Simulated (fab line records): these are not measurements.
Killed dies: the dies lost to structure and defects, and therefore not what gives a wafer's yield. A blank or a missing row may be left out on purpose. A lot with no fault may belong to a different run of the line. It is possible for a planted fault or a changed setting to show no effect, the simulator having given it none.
Code-filled problem report in 8D (eight disciplines) form ; flow n5_finfet ; the parts of the form that need people (team, actions taken, sign-off) are left out

1. PROBLEM STATEMENT
etch_rf_on_time_s at N5_BEOL_M9_ETCH_61 reads a mean of 76.0 s on 3 wafers of 2 lots; wafers without a fault read 64.2 s with a standard deviation of 1.7. Measured from the usual mean, that is +7.0 standard deviations.
The step: etches SiARC in CF4, target depth 39 nm, time 65 s.
Earliest sighting: wafer L176.3 on rie_diel-05 at day 12 22:49. Wafers with a number at this step in the record: 18, from 6 lots. The rule behind "out" and "out of limits": a value lying over 4 standard deviations away from the usual mean. The rest of the wafers with a number are treated as sound.

2. WHAT IT IS, WHAT IT ISN'T
question;is;is not
which readings at this step;etch_rf_on_time_s;drypump_motor_current_A, oes_product_au, showerhead_plenum_p_Torr, throttle_valve_pct
which lots;L176, L179;L165, L169, L181, L185
which wafers of those lots;L176.3, L176.5, L179.3;L176.1, L179.2, L179.6
read on which tools;rie_diel-05;rie_diel-03, rie_diel-06
when;from day 12 22:49;"up to then (7 sound wafers); but 8 sound wafers of L179, L181, L185 came after"

3. SUSPECTS, AND WHAT RULES EACH OUT
Counting: if a tool at a process step up to the reading ran every lot that is out, it stays a suspect. Sound lots after the first of them don't rule it out here, since some wafers of a struck lot are sound.
- rie_diel-05 at N5_BEOL_M9_DESCUM_16 (chemistry O2, time 7.9 s): kept. Every lot that is out went through it, the first being L176 (day 12 22:46); the last sound lot it ran before that was L165 (day 10 03:08).
- rie_diel-05 at N5_BEOL_M9_ETCH_61 (etches SiARC in CF4, target depth 39 nm, time 65 s): kept. Every lot that is out went through it, the first being L176 (day 12 22:49); the last sound lot it ran before that was L165 (day 10 03:10). Its own etch_rf_on_time_s readings are out on those wafers.
Left after counting: rie_diel-05 at N5_BEOL_M9_DESCUM_16, rie_diel-05 at N5_BEOL_M9_ETCH_61.

4. THE CAUSE (what the simulator had put in)
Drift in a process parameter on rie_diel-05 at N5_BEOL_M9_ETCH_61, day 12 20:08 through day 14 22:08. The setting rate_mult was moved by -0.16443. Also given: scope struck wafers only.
Counting leaves 2 suspects; this tool is one of them.

5. SEQUENCE OF EFFECTS, ordered by route
Each row: a reading whose mean over the struck wafers that have a number lies more than 3 standard deviations from the usual. Only readings whose record carries a usual standard deviation are examined. hours: median over the lots of the time between each lot's start at the first step of this table that gives one and its start at this step. sigmas: the change, counted in usual standard deviations.
hours;step;reading;usual;on struck wafers;change;sigmas
0;N5_BEOL_M9_ETCH_61;etch_rf_on_time_s;64.2 s;76.0;+11.8;+7.0
Its process steps:
- N5_BEOL_M9_ETCH_61: etches SiARC in CF4, target depth 39 nm, time 65 s.

6. WHAT WOULD HAVE CAUGHT IT SOONER
In this record no reading fell out of limits until day 12 22:49, 3 hours after the fault had begun at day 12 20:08.
